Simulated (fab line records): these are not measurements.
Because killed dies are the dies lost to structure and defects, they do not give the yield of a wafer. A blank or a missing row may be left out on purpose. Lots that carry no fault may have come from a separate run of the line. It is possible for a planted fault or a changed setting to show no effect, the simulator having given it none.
fab line records	flow n5-finfet
[record] lots = 24	wafers = 72	last-day = 19
route steps=1938 shown BEOL_M9@1404 BEOL_M10@1487
lots with no fault: from the same line, run without faults
start-h: start of the lot's first displayed wafer, in hours after the record's first day	wait-h: how many hours have passed since the lot's step before this one	" repeats the value in the row above	L1.1+2: one row covering several wafers at once	- no value, or no start given	* or withheld: withheld	< > ~ a bound
route shown NAME@n: NAME is a module with steps in the file, n the number in the route of the first one	usual: the fault-free wafers' mean and standard deviation	same: alike in all rows	chamber/n: place in a boat	sites: the reading at each site	_std_site: standard deviation of those values	_edge_site: mean of outer sites minus mean of inner sites	radius-mm: for every site, how far away it sits from the centre of the wafer	mask NAME#n: copy n	behind: tool/chamber where the wafer was last shaped	hold: cause of the lot's hold/its duration in hours/its outcome	device: which transistor (n, p or np) failed to switch	end of line: the tests these same wafers got at the end of their route	a step with no rows: only its recipe	killed: dies that structure and defects cost at the first sort, which is not the same as the wafer's yield	map: dies across one wafer; x = killed, . = not, _ = none there
set.NAME: the run value of the setting; set.NAME@STEP: its run value at that earlier step	model.NAME: the simulator's own value behind a step, which no gauge read
the route's steps for a sample of lots (tables are steps, rows are wafers)
services: the hour from which a tool's chamber was out of use, counted from the record's first day as start-h (under 0 if before that day), plus the number of hours and why
[[steps]]
[step N5_BEOL_M9_PECVD_70]
[recipe] material = SiO2	target-thk-a = 200	temp-c = 400	precursor = TEOS/O2	pressure-torr = 5.5	rf-w = 450	teos-flow-sccm = 53.8	gas = O2	flow-sccm = 3000	time-s = 22.7
[usual] heater-power-w = 768/100	showerhead-plenum-p-Torr = 8.82/0.053	throttle-valve-pct = 22.1/0.96
lot.wafer	tool	chamber	start-h	wait-h	heater-power-w	showerhead-plenum-p-Torr	throttle-valve-pct
L074.1	pecvd-02	2	223.59	0.0	778	8.93	22.1
L074.5	"	0	"	"	724	8.83	21.9
L074.6	"	2	"	"	788	8.90	22.0
L075.2	pecvd-03	1	237.81	0.0	743	8.76	21.4
L075.5	"	1	"	"	737	8.76	21.2
L075.6	"	0	"	"	706	8.75	21.6
L076.4	pecvd-03	2	239.65	0.1	987	8.87	21.4
L076.5	"	0	"	"	648	8.77	21.9
L076.6	"	1	"	"	810	8.75	21.3
L077.1	pecvd-02	0	245.91	0.0	762	8.83	21.6
L077.3	"	2	"	"	712	8.90	22.1
L077.6	"	0	"	"	740	8.83	22.0
L079.1	pecvd-03	1	248.05	0.0	899	8.77	21.4
L079.3	"	2	"	"	923	8.83	21.4
L079.4	"	1	"	"	908	8.77	21.6
L078.4	pecvd-04	0	248.34	0.1	807	8.78	24.1
L078.5	"	1	"	"	650	8.80	24.4
L078.6	"	2	"	"	692	8.80	21.1
L080.3	pecvd-04	2	252.47	0.0	650	8.81	21.3
L080.4	"	2	"	"	651	8.81	21.3
L080.5	"	0	"	"	725	8.78	24.0
L081.2	pecvd-02	1	257.27	0.0	929	8.83	22.3
L081.3	"	0	"	"	666	8.82	21.7
L081.5	"	0	"	"	681	8.81	21.7
L083.3	pecvd-02	2	276.50	0.0	692	8.93	22.1
L083.4	"	0	"	"	720	8.83	21.8
L083.5	"	1	"	"	908	8.82	22.5
L082.2	pecvd-03	2	280.40	0.0	930	8.85	21.2
L082.3	"	1	"	"	877	8.74	21.5
L082.6	"	0	"	"	669	8.77	21.7
L084.1	pecvd-03	2	288.77	0.0	848	8.82	21.2
L084.4	"	2	"	"	856	8.86	21.4
L084.6	"	1	"	"	791	8.75	21.3
L086.1	pecvd-02	1	295.19	0.0	872	8.84	22.4
L086.2	"	2	"	"	642	8.90	22.3
L086.3	"	0	"	"	678	8.85	21.5
L087.1	pecvd-04	0	305.61	0.0	726	8.77	24.1
L087.2	"	2	"	"	684	8.82	21.4
L087.4	"	2	"	"	683	8.85	21.4
L085.1	pecvd-02	2	306.33	0.0	757	8.93	22.3
L085.4	"	1	"	"	756	8.81	22.4
L085.6	"	0	"	"	731	8.82	21.5
L088.1	pecvd-03	1	306.81	0.0	806	8.72	21.2
L088.3	"	0	"	"	660	8.75	21.8
L088.5	"	2	"	"	919	8.85	21.5
L090.1	pecvd-02	2	326.27	0.0	767	8.93	22.2
L090.2	"	0	"	"	741	8.83	21.5
L090.6	"	1	"	"	903	8.82	22.6
L091.2	pecvd-03	1	336.90	0.0	743	8.73	21.5
L091.3	"	2	"	"	967	8.85	21.3
L091.4	"	1	"	"	763	8.77	21.5
L089.2	pecvd-03	1	337.43	0.0	760	8.75	21.3
L089.3	"	2	"	"	870	8.85	21.5
L089.6	"	1	"	"	808	8.74	21.2
L093.1	pecvd-02	0	344.36	0.0	639	8.81	22.0
L093.5	"	2	"	"	760	8.91	22.3
L093.6	"	1	"	"	874	8.82	22.5
L094.2	pecvd-04	1	352.41	0.0	567	8.80	24.4
L094.3	"	0	"	"	763	8.77	24.3
L094.5	"	2	"	"	662	8.83	21.2
L092.2	pecvd-02	1	352.43	0.0	821	8.84	22.4
L092.4	"	2	"	"	676	8.94	22.4
L092.6	"	0	"	"	706	8.84	21.7
L096.1	pecvd-03	1	353.04	0.0	903	8.78	21.2
L096.3	"	0	"	"	731	8.75	21.5
L096.5	"	0	"	"	743	8.79	21.5
L095.1	pecvd-02	0	355.67	0.0	748	8.84	21.6
L095.2	"	2	"	"	737	8.91	22.5
L095.4	"	2	"	"	735	8.94	22.6
L097.1	pecvd-04	0	383.54	0.0	725	8.79	24.3
L097.4	"	1	"	"	624	8.80	24.3
L097.5	"	2	"	"	615	8.80	21.4
[step N5_BEOL_M9_ETCH_66]
[recipe] chemistry = N2/H2	target = SOC	target-depth-a = 800	overetch-a = 160	mask-material = SiARC	temp-c = 40	time-s = 120	ion-energy-ev = 200	pressure-mtorr = 30	source-w = 840	bias-w = 150	n2-flow-sccm = 200	h2-flow-sccm = 200
[usual] drypump-motor-current-A = 5.5/0.43	oes-product-au = 0.61/0.056	rf-vpp-V = 523.8/2.7	showerhead-plenum-p-Torr = 2.53/0.09	throttle-valve-pct = 17.8/0.3
lot.wafer	tool	chamber	start-h	wait-h	drypump-motor-current-A	oes-product-au	rf-hours-counter-h	rf-vpp-V	showerhead-plenum-p-Torr	throttle-valve-pct
L074.1	rie-diel-01	1	227.42	0.0	5.1	0.57	173	519.7	2.41	18.1
L074.5	"	3	"	"	5.6	0.69	-	525.5	2.57	17.2
L074.6	"	1	"	"	5.1	0.57	-	521.8	2.41	18.2
L075.2	rie-diel-04	2	240.80	0.0	4.7	0.54	227	519.8	2.43	18.0
L075.5	"	1	"	"	5.6	0.60	-	523.6	2.53	17.8
L075.6	"	0	"	"	5.3	0.69	-	523.4	2.59	17.8
L076.4	rie-diel-03	2	244.00	0.0	5.1	0.61	121	525.3	2.56	17.8
L076.5	"	1	"	"	5.6	0.55	-	521.4	2.51	18.1
L076.6	"	2	"	"	5.1	0.62	-	524.2	2.56	17.8
L077.1	rie-diel-01	1	251.23	0.0	5.1	0.56	186	519.8	2.41	18.2
L077.3	"	2	"	"	5.4	0.68	50	522.8	2.46	17.6
L077.6	"	2	"	"	5.5	0.68	-	521.4	2.46	17.6
L079.1	rie-diel-01	1	254.11	0.0	5.1	0.56	187	519.2	2.41	18.2
L079.3	"	2	"	"	5.4	0.67	51	521.8	2.46	17.6
L079.4	"	1	"	"	5.1	0.56	-	519.8	2.41	18.2
L078.4	rie-diel-04	2	254.97	0.0	4.8	0.54	233	520.3	2.42	18.0
L078.5	"	1	"	"	5.6	0.59	-	523.8	2.52	17.8
L078.6	"	2	"	"	4.8	0.53	-	519.1	2.43	18.0
L080.3	rie-diel-01	3	257.78	0.0	5.6	0.69	28	523.1	2.56	17.3
L080.4	"	1	"	"	5.1	0.55	189	519.7	2.41	18.2
L080.5	"	1	"	"	5.1	0.56	-	520.0	2.41	18.2
L081.2	rie-diel-04	1	263.59	0.0	5.7	0.59	166	524.2	2.52	17.8
L081.3	"	0	"	"	5.3	0.67	42	526.7	2.58	17.9
L081.5	"	3	"	"	6.5	0.56	-	523.7	2.55	18.2
L083.3	rie-diel-04	1	282.41	0.0	5.7	0.58	174	524.4	2.52	17.8
L083.4	"	0	"	"	5.3	0.67	50	524.5	2.58	17.9
L083.5	"	1	"	"	5.7	0.58	-	524.6	2.52	17.8
L082.2	rie-diel-04	1	286.07	0.0	5.7	0.59	176	523.3	2.52	17.8
L082.3	"	2	"	"	4.8	0.53	247	520.2	2.42	18.1
L082.6	"	1	"	"	5.6	0.58	-	523.3	2.52	17.8
L084.1	rie-diel-03	3	292.04	0.0	6.2	0.62	68	521.4	2.47	17.8
L084.4	"	2	"	"	5.1	0.61	124	524.0	2.56	17.8
L084.6	"	3	"	"	6.2	0.61	-	521.5	2.47	17.8
L086.1	rie-diel-03	0	300.61	0.0	5.0	0.69	45	529.1	2.66	17.3
L086.2	"	3	"	"	6.2	0.62	71	522.5	2.47	17.8
L086.3	"	1	"	"	5.6	0.54	220	524.8	2.51	18.1
L087.1	rie-diel-01	2	309.89	0.0	5.5	0.66	74	523.3	2.45	17.6
L087.2	"	1	"	"	5.1	0.54	210	519.3	2.40	18.2
L087.4	"	0	"	"	5.3	0.66	42	527.8	2.69	17.7
L085.1	rie-diel-04	3	310.48	0.0	6.5	0.55	188	522.1	2.54	18.3
L085.4	"	0	"	"	5.3	0.65	-	524.8	2.58	17.9
L085.6	"	3	"	"	6.4	0.55	-	522.2	2.54	18.3
L088.1	rie-diel-04	3	312.30	0.0	6.4	0.55	189	524.9	2.54	18.2
L088.3	"	1	"	"	5.6	0.58	183	524.0	2.51	17.8
L088.5	"	3	"	"	6.5	0.55	-	524.2	2.54	18.3
L090.1	rie-diel-01	1	332.41	0.0	5.1	0.54	217	519.9	2.40	18.2
L090.2	"	0	"	"	5.4	0.66	48	529.2	2.69	17.7
L090.6	"	2	"	"	5.5	0.65	-	521.8	2.45	17.6
L091.2	rie-diel-01	1	340.89	0.0	5.1	0.54	219	520.4	2.40	18.2
L091.3	"	3	"	"	5.6	0.66	56	524.5	2.55	17.3
L091.4	"	2	"	"	5.4	0.64	82	521.3	2.45	17.6
L089.2	rie-diel-04	0	340.97	0.0	5.3	0.66	68	524.7	2.57	17.9
L089.3	"	2	"	"	4.8	0.74	7	529.5	2.74	17.6
L089.6	"	2	"	"	4.8	0.73	-	528.3	2.74	17.6
L093.1	rie-diel-03	3	347.20	0.0	6.2	0.61	85	523.0	2.46	17.9
L093.5	"	3	"	"	6.2	0.61	-	522.1	2.47	17.8
L093.6	"	0	"	"	5.0	0.67	-	527.6	2.65	17.4
L092.2	rie-diel-01	2	358.46	0.0	5.5	0.63	88	520.3	2.44	17.6
L092.4	"	3	"	"	5.7	0.64	62	525.9	2.55	17.3
L092.6	"	3	"	"	5.6	0.65	-	525.6	2.55	17.3
L096.1	rie-diel-03	1	358.50	0.0	5.6	0.53	237	524.1	2.50	18.2
L096.3	"	3	"	"	6.2	0.61	88	521.1	2.46	17.9
L096.5	"	2	"	"	5.0	0.59	-	525.2	2.55	17.9
L094.2	rie-diel-01	1	359.44	0.0	5.1	0.54	225	520.2	2.39	18.2
L094.3	"	2	"	"	5.4	0.64	88	521.4	2.44	17.6
L094.5	"	2	"	"	5.4	0.64	-	522.2	2.44	17.6
L095.1	rie-diel-01	3	362.22	0.0	5.6	0.65	63	523.1	2.55	17.3
L095.2	"	0	"	"	5.3	0.64	57	526.6	2.68	17.8
L095.4	"	1	"	"	5.1	0.54	226	520.2	2.39	18.2
L097.1	rie-diel-01	3	388.58	0.0	5.6	0.64	70	524.0	2.55	17.3
L097.4	"	0	"	"	5.3	0.64	65	527.5	2.68	17.8
L097.5	"	0	"	"	5.4	0.64	-	528.3	2.68	17.8
[step N5_BEOL_M9_SURFACE_TREAT_79]
[recipe] gas = Ar	time-s = *	ion-energy-ev = *	ion-current-ma-cm2 = 0.5	pressure-mtorr = *	ar-flow-sccm = 30
[usual] pressure-mtorr = *	throttle-valve-pct = *
lot.wafer	tool	chamber	start-h	wait-h	pressure-mtorr	throttle-valve-pct
L074.1	pvd-sputter-01	-	229.65	0.2	*	*
L074.5	"	-	"	"	*	*
L074.6	"	-	"	"	*	*
L075.2	pvd-sputter-03	-	242.25	0.2	*	*
L075.5	"	-	"	"	*	*
L075.6	"	-	"	"	*	*
L076.4	pvd-sputter-02	-	245.43	0.2	*	*
L076.5	"	-	"	"	*	*
L076.6	"	-	"	"	*	*
L077.1	pvd-sputter-03	-	254.69	2.0	*	*
L077.3	"	-	"	"	*	*
L077.6	"	-	"	"	*	*
L079.1	pvd-sputter-01	-	255.44	0.2	*	*
L079.3	"	-	"	"	*	*
L079.4	"	-	"	"	*	*
L078.4	pvd-sputter-01	-	258.35	0.4	*	*
L078.5	"	-	"	"	*	*
L078.6	"	-	"	"	*	*
L080.3	pvd-sputter-03	-	259.84	0.2	*	*
L080.4	"	-	"	"	*	*
L080.5	"	-	"	"	*	*
L081.2	pvd-sputter-02	-	265.28	0.2	*	*
L081.3	"	-	"	"	*	*
L081.5	"	-	"	"	*	*
L083.3	pvd-sputter-03	-	283.81	0.2	*	*
L083.4	"	-	"	"	*	*
L083.5	"	-	"	"	*	*
L082.2	pvd-sputter-01	-	287.37	0.2	*	*
L082.3	"	-	"	"	*	*
L082.6	"	-	"	"	*	*
L084.1	pvd-sputter-03	-	293.39	0.2	*	*
L084.4	"	-	"	"	*	*
L084.6	"	-	"	"	*	*
L086.1	pvd-sputter-02	-	302.47	0.2	*	*
L086.2	"	-	"	"	*	*
L086.3	"	-	"	"	*	*
L087.1	pvd-sputter-02	-	311.56	0.3	*	*
L087.2	"	-	"	"	*	*
L087.4	"	-	"	"	*	*
L085.1	pvd-sputter-03	-	311.98	0.2	*	*
L085.4	"	-	"	"	*	*
L085.6	"	-	"	"	*	*
L088.1	pvd-sputter-02	-	314.55	0.2	*	*
L088.3	"	-	"	"	*	*
L088.5	"	-	"	"	*	*
L090.1	pvd-sputter-01	-	333.77	0.2	*	*
L090.2	"	-	"	"	*	*
L090.6	"	-	"	"	*	*
L091.2	pvd-sputter-03	-	342.67	0.2	*	*
L091.3	"	-	"	"	*	*
L091.4	"	-	"	"	*	*
L089.2	pvd-sputter-02	-	343.21	0.2	*	*
L089.3	"	-	"	"	*	*
L089.6	"	-	"	"	*	*
L093.1	pvd-sputter-02	-	349.58	0.7	*	*
L093.5	"	-	"	"	*	*
L093.6	"	-	"	"	*	*
L092.2	pvd-sputter-03	-	360.21	0.3	*	*
L092.4	"	-	"	"	*	*
L092.6	"	-	"	"	*	*
L096.1	pvd-sputter-02	-	360.25	0.2	*	*
L096.3	"	-	"	"	*	*
L096.5	"	-	"	"	*	*
L094.2	pvd-sputter-03	-	362.47	1.4	*	*
L094.3	"	-	"	"	*	*
L094.5	"	-	"	"	*	*
L095.1	pvd-sputter-02	-	363.50	0.2	*	*
L095.2	"	-	"	"	*	*
L095.4	"	-	"	"	*	*
L097.1	pvd-sputter-02	-	389.93	0.2	*	*
L097.4	"	-	"	"	*	*
L097.5	"	-	"	"	*	*
[step N5_BEOL_M9_THK_MEAS_53]
[recipe] thk-meas-gauge = xrf	reads = Cu_of_BEOL_M9_ECD_50
[usual] M9_THK = 141/4.2
lot.wafer	tool	chamber	start-h	wait-h	M9_THK[nm]
L074.1	film-metro-02	-	230.92	-	133
L074.5	"	-	"	"	144
L074.6	"	-	"	"	135
L075.2	film-metro-02	-	243.72	-	136
L075.5	"	-	"	"	141
L075.6	"	-	"	"	139
L076.4	film-metro-02	-	246.57	-	145
L076.5	"	-	"	"	143
L076.6	"	-	"	"	142
L077.1	film-metro-01	-	255.92	-	135
L077.3	"	-	"	"	140
L077.6	"	-	"	"	139
L079.1	film-metro-01	-	256.72	-	138
L079.3	"	-	"	"	136
L079.4	"	-	"	"	134
L078.4	film-metro-02	-	259.68	-	133
L078.5	"	-	"	"	138
L078.6	"	-	"	"	134
L080.3	film-metro-02	-	261.78	-	148
L080.4	"	-	"	"	132
L080.5	"	-	"	"	132
L081.2	film-metro-01	-	266.42	-	137
L081.3	"	-	"	"	141
L081.5	"	-	"	"	140
L083.3	film-metro-02	-	286.19	-	138
L083.4	"	-	"	"	142
L083.5	"	-	"	"	137
L082.2	film-metro-02	-	288.61	-	138
L082.3	"	-	"	"	134
L082.6	"	-	"	"	141
L084.1	film-metro-01	-	294.77	-	143
L084.4	"	-	"	"	142
L084.6	"	-	"	"	143
L086.1	film-metro-01	-	304.12	-	140
L086.2	"	-	"	"	143
L086.3	"	-	"	"	147
L087.1	film-metro-02	-	313.22	-	139
L087.2	"	-	"	"	136
L087.4	"	-	"	"	146
L085.1	film-metro-01	-	314.77	-	144
L085.4	"	-	"	"	144
L085.6	"	-	"	"	145
L088.1	film-metro-01	-	315.54	-	144
L088.3	"	-	"	"	139
L088.5	"	-	"	"	145
L090.1	film-metro-01	-	334.80	-	140
L090.2	"	-	"	"	149
L090.6	"	-	"	"	143
L091.2	film-metro-01	-	343.78	-	136
L091.3	"	-	"	"	145
L091.4	"	-	"	"	138
L089.2	film-metro-02	-	344.25	-	144
L089.3	"	-	"	"	141
L089.6	"	-	"	"	142
L093.1	film-metro-02	-	350.93	-	141
L093.5	"	-	"	"	141
L093.6	"	-	"	"	140
L092.2	film-metro-01	-	361.86	-	137
L092.4	"	-	"	"	147
L092.6	"	-	"	"	146
L096.1	film-metro-02	-	362.13	-	142
L096.3	"	-	"	"	144
L096.5	"	-	"	"	145
L094.2	film-metro-01	-	364.31	-	132
L094.3	"	-	"	"	134
L094.5	"	-	"	"	135
L095.1	film-metro-01	-	365.44	-	146
L095.2	"	-	"	"	145
L095.4	"	-	"	"	137
L097.1	film-metro-02	-	391.35	-	148
L097.4	"	-	"	"	145
L097.5	"	-	"	"	144
[step N5_BEOL_M9_DEP_56]
[recipe] material = SiCN	target-thk-a = 150	temp-c = withheld	precursor = 3MS/NH3	pressure-torr = 3	rf-w = 202	time-s = 26.5
[usual] showerhead-plenum-p-Torr = 3.672/0.011	throttle-valve-pct = 9.1/0.48
lot.wafer	tool	chamber	start-h	wait-h	showerhead-plenum-p-Torr	throttle-valve-pct
L074.1	pecvd-02	0	230.99	0.0	3.676	8.8
L074.5	"	0	"	"	3.673	9.0
L074.6	"	2	"	"	3.692	9.0
L075.2	pecvd-03	0	243.78	0.0	3.662	8.7
L075.5	"	1	"	"	3.649	8.5
L075.6	"	0	"	"	3.656	8.9
L076.4	pecvd-04	2	246.65	0.0	3.674	8.5
L076.5	"	0	"	"	3.657	10.0
L076.6	"	1	"	"	3.656	9.6
L077.1	pecvd-04	1	255.98	0.0	3.662	10.0
L077.3	"	2	"	"	3.664	8.6
L077.6	"	0	"	"	3.668	9.7
L079.1	pecvd-02	1	256.78	0.0	3.686	9.0
L079.3	"	2	"	"	3.690	8.8
L079.4	"	1	"	"	3.671	9.0
L078.4	pecvd-03	1	259.76	0.0	3.653	8.6
L078.5	"	2	"	"	3.683	8.7
L078.6	"	0	"	"	3.659	8.8
L080.3	pecvd-04	0	261.84	0.0	3.661	9.8
L080.4	"	2	"	"	3.664	8.7
L080.5	"	1	"	"	3.668	9.7
L081.2	pecvd-03	1	266.48	0.0	3.665	8.8
L081.3	"	0	"	"	3.674	9.0
L081.5	"	0	"	"	3.658	8.9
L083.3	pecvd-04	0	286.25	0.0	3.661	9.8
L083.4	"	0	"	"	3.666	10.1
L083.5	"	1	"	"	3.662	9.9
L082.2	pecvd-02	1	288.67	0.0	3.665	9.0
L082.3	"	0	"	"	3.670	8.7
L082.6	"	2	"	"	3.691	9.0
L084.1	pecvd-02	1	294.85	0.0	3.665	9.0
L084.4	"	2	"	"	3.680	9.2
L084.6	"	1	"	"	3.683	9.2
L086.1	pecvd-04	2	304.19	0.0	3.666	8.7
L086.2	"	0	"	"	3.660	9.8
L086.3	"	1	"	"	3.662	10.0
L087.1	pecvd-04	0	313.28	0.0	3.666	9.7
L087.2	"	2	"	"	3.670	8.8
L087.4	"	0	"	"	3.668	9.7
L085.1	pecvd-02	0	314.83	0.0	3.671	9.0
L085.4	"	0	"	"	3.685	8.8
L085.6	"	2	"	"	3.694	9.2
L088.1	pecvd-02	0	315.60	0.0	3.671	8.9
L088.3	"	1	"	"	3.670	9.2
L088.5	"	2	"	"	3.686	8.9
L090.1	pecvd-02	0	334.87	0.0	3.660	8.8
L090.2	"	2	"	"	3.687	8.9
L090.6	"	2	"	"	3.694	8.9
L091.2	pecvd-02	0	343.85	0.0	3.669	8.8
L091.3	"	1	"	"	3.685	8.7
L091.4	"	1	"	"	3.679	9.2
L089.2	pecvd-03	2	344.31	0.0	3.677	8.7
L089.3	"	0	"	"	3.656	8.8
L089.6	"	2	"	"	3.673	8.7
L093.1	pecvd-03	1	350.99	0.0	3.665	8.4
L093.5	"	2	"	"	3.679	8.8
L093.6	"	0	"	"	3.667	8.6
L092.2	pecvd-02	0	361.92	0.0	3.671	8.8
L092.4	"	1	"	"	3.682	9.2
L092.6	"	0	"	"	3.673	8.9
L096.1	pecvd-04	1	362.19	0.0	3.668	9.9
L096.3	"	0	"	"	3.668	9.8
L096.5	"	0	"	"	3.665	9.6
L094.2	pecvd-04	2	364.37	0.0	3.676	8.7
L094.3	"	1	"	"	3.665	10.2
L094.5	"	0	"	"	3.669	9.8
L095.1	pecvd-02	1	365.51	0.0	3.674	9.3
L095.2	"	2	"	"	3.700	9.0
L095.4	"	0	"	"	3.664	8.9
L097.1	pecvd-04	1	391.41	0.0	3.662	9.9
L097.4	"	0	"	"	3.655	9.8
L097.5	"	1	"	"	3.673	9.8
[step N5_BEOL_M10_ETCH_61]
[recipe] chemistry = CF4	target = SiARC	target-depth-a = 390	mask-material = CAR-ArF	time-s = 65	ion-energy-ev = 80	pressure-mtorr = 40	source-w = 545	bias-w = 36	Ar_flow_sccm = 100	cf4-flow-sccm = 100	ends = cleared
[usual] drypump-motor-current-A = 5.6/0.54	etch-rf-on-time-s = 65.8/2.2	oes-product-au = 0.67/0.076	rf-vpp-V = 184.0/1.1	showerhead-plenum-p-Torr = 2.13/0.048	throttle-valve-pct = 15.57/0.26
lot.wafer	tool	chamber	start-h	wait-h	drypump-motor-current-A	etch-rf-on-time-s	oes-product-au	rf-hours-counter-h	rf-vpp-V	showerhead-plenum-p-Torr	throttle-valve-pct
L074.1	rie-diel-02	1	234.04	0.0	5.7	65.0	0.65	154	183.4	2.13	15.82
L074.5	"	2	"	"	5.1	63.4	0.60	-	184.8	2.20	15.76
L074.6	"	3	"	"	5.3	61.7	0.80	-	183.5	2.20	15.71
L075.2	rie-diel-06	1	246.21	0.0	6.4	64.7	0.69	98	184.7	2.14	15.09
L075.5	"	2	"	"	5.4	62.8	0.79	-	184.2	2.15	15.38
L075.6	"	3	"	"	4.8	67.4	0.72	-	183.1	2.09	15.13
L076.4	rie-diel-06	1	248.52	0.0	6.4	64.9	0.68	99	185.6	2.14	15.09
L076.5	"	0	"	"	5.3	66.8	0.62	-	185.2	2.21	15.88
L076.6	"	3	"	"	4.8	67.7	0.72	-	182.8	2.09	15.13
L077.1	rie-diel-02	1	259.44	0.0	5.8	65.6	0.63	164	183.9	2.13	15.83
L077.3	"	3	"	"	5.3	62.9	0.77	22	184.4	2.19	15.72
L077.6	"	0	"	"	6.2	67.9	0.57	-	182.8	2.18	16.06
L079.1	rie-diel-02	1	259.91	0.0	5.7	65.8	0.62	164	183.7	2.13	15.83
L079.3	"	0	"	"	6.1	68.0	0.57	248	184.4	2.18	16.06
L079.4	"	3	"	"	5.3	63.6	0.76	23	183.5	2.19	15.73
L078.4	rie-diel-05	3	261.35	0.0	5.6	63.8	0.86	2	185.3	2.19	15.24
L078.5	"	3	"	"	5.6	63.9	0.86	-	184.3	2.19	15.27
L078.6	"	2	"	"	5.9	66.2	0.69	-	184.4	2.09	15.46
L080.3	rie-diel-06	2	265.11	0.0	5.4	63.4	0.77	33	184.6	2.15	15.39
L080.4	"	3	"	"	4.8	66.9	0.72	65	183.3	2.09	15.17
L080.5	"	3	"	"	4.8	66.6	0.71	-	183.6	2.09	15.16
L081.2	rie-diel-05	1	270.24	0.0	5.0	70.4	0.57	220	183.5	2.13	15.56
L081.3	"	0	"	"	6.3	64.8	0.65	157	183.1	2.06	15.63
L081.5	"	0	"	"	6.3	65.6	0.64	-	182.7	2.06	15.63
L083.3	rie-diel-06	3	287.80	0.0	4.8	67.4	0.70	74	182.8	2.08	15.18
L083.4	"	1	"	"	6.4	64.9	0.67	112	184.4	2.14	15.09
L083.5	"	3	"	"	4.8	67.1	0.70	-	183.9	2.08	15.16
L082.2	rie-diel-05	1	290.79	0.0	4.9	70.9	0.55	228	183.6	2.13	15.59
L082.3	"	0	"	"	6.3	65.1	0.64	164	184.0	2.06	15.65
L082.6	"	1	"	"	4.9	70.6	0.55	-	185.4	2.13	15.59
L084.1	rie-diel-02	0	297.20	0.0	6.2	66.1	0.83	0	183.6	2.18	15.59
L084.4	"	1	"	"	5.8	65.2	0.62	-	183.7	2.12	15.87
L084.6	"	2	"	"	5.1	62.6	0.59	-	184.0	2.19	15.81
L086.1	rie-diel-05	2	306.30	0.0	5.9	67.4	0.68	99	185.1	2.08	15.50
L086.2	"	1	"	"	4.9	70.0	0.56	235	184.2	2.13	15.60
L086.3	"	0	"	"	6.3	64.7	0.64	171	181.3	2.06	15.64
L087.1	rie-diel-05	0	315.17	0.0	6.3	64.7	0.63	174	181.9	2.05	15.66
L087.2	"	1	"	"	5.0	70.5	0.55	238	184.7	2.12	15.61
L087.4	"	0	"	"	6.2	64.7	0.63	-	182.6	2.05	15.68
L085.1	rie-diel-05	1	318.69	0.0	4.9	69.3	0.55	240	183.7	2.12	15.60
L085.4	"	0	"	"	6.3	63.8	0.64	-	180.5	2.05	15.68
L085.6	"	1	"	"	4.9	68.9	0.56	-	183.9	2.12	15.61
L088.1	rie-diel-02	0	318.91	0.0	6.2	66.6	0.79	9	183.3	2.18	15.61
L088.3	"	2	"	"	5.1	63.0	0.58	249	184.1	2.19	15.82
L088.5	"	3	"	"	5.3	62.4	0.75	-	184.9	2.19	15.76
L090.1	rie-diel-06	0	337.77	0.0	5.3	66.3	0.60	229	184.7	2.20	15.95
L090.2	"	1	"	"	6.5	64.6	0.66	129	184.1	2.13	15.13
L090.6	"	2	"	"	5.4	64.1	0.73	-	184.1	2.14	15.47
L091.2	rie-diel-06	0	346.17	0.0	5.3	66.4	0.60	232	184.0	2.20	15.94
L091.3	"	1	"	"	6.4	64.0	0.66	132	184.3	2.13	15.13
L091.4	"	3	"	"	4.8	66.8	0.68	92	183.7	2.08	15.20
L089.2	rie-diel-02	1	346.66	0.0	5.7	66.2	0.60	198	184.6	2.12	15.92
L089.3	"	0	"	"	6.2	67.8	0.75	22	185.1	2.17	15.64
L089.6	"	0	"	"	6.2	67.6	0.76	-	184.1	2.17	15.62
L093.1	rie-diel-02	3	353.08	0.0	5.3	62.2	0.73	56	183.1	2.18	15.79
L093.5	"	3	"	"	5.3	63.0	0.73	-	184.3	2.18	15.81
L093.6	"	0	"	"	6.1	66.1	0.75	-	186.7	2.17	15.65
L092.2	rie-diel-06	3	363.78	0.0	4.8	67.0	0.68	97	182.8	2.08	15.21
L092.4	"	0	"	"	5.3	66.6	0.59	238	185.7	2.19	15.97
L092.6	"	1	"	"	6.5	64.3	0.66	-	184.5	2.13	15.13
L096.1	rie-diel-05	1	363.95	0.0	4.9	70.3	0.54	257	184.5	2.12	15.64
L096.3	"	2	"	"	5.9	66.3	0.67	126	183.0	2.07	15.53
L096.5	"	0	"	"	6.3	64.9	0.62	-	183.9	2.05	15.72
L094.2	rie-diel-05	1	367.19	0.0	4.9	70.6	0.54	258	185.0	2.12	15.64
L094.3	"	0	"	"	6.3	64.6	0.62	199	183.3	2.05	15.73
L094.5	"	0	"	"	6.3	64.3	0.63	-	184.1	2.05	15.71
L095.1	rie-diel-06	0	367.81	0.0	5.3	66.6	0.59	240	185.8	2.19	15.95
L095.2	"	1	"	"	6.5	63.6	0.66	139	184.3	2.13	15.15
L095.4	"	3	"	"	4.8	67.5	0.68	99	183.8	2.08	15.23
L097.1	rie-diel-06	2	395.31	0.0	5.4	64.5	0.71	76	184.9	2.14	15.46
L097.4	"	3	"	"	4.8	67.3	0.67	108	182.5	2.07	15.25
L097.5	"	2	"	"	5.4	64.2	0.71	-	184.9	2.14	15.47
[[services]]
tool	chamber	start-h	hours	kind
pecvd-02	2	203.28	2.1	scheduled-down
pecvd-02	0	204.42	9.0	repair
rie-diel-05	3	211.18	8.2	repair
pecvd-04	2	215.90	3.4	repair
rie-diel-01	0	223.37	15.1	repair
pecvd-03	0	228.65	2.3	repair
pecvd-04	2	228.99	4.0	repair
pecvd-02	1	230.84	14.9	repair
rie-diel-05	1	231.51	7.3	repair
rie-diel-01	3	232.64	22.4	repair
rie-diel-03	-	244.35	28.1	pm
rie-diel-02	0	271.52	9.9	repair
rie-diel-02	3	287.60	16.7	repair
pecvd-02	-	298.47	2.8	pm
rie-diel-03	-	302.43	0.1	repair
rie-diel-04	-	305.71	4.3	pm
rie-diel-01	-	311.69	0.4	repair
pecvd-03	0	333.35	5.9	repair
rie-diel-02	1	334.26	5.1	repair
pecvd-03	-	357.19	1.2	repair
pvd-sputter-01	-	367.25	3.0	repair
rie-diel-05	2	374.65	24.2	repair
pvd-sputter-03	-	385.93	7.3	repair
rie-diel-04	1	386.02	8.0	repair
[[key]]
fault none
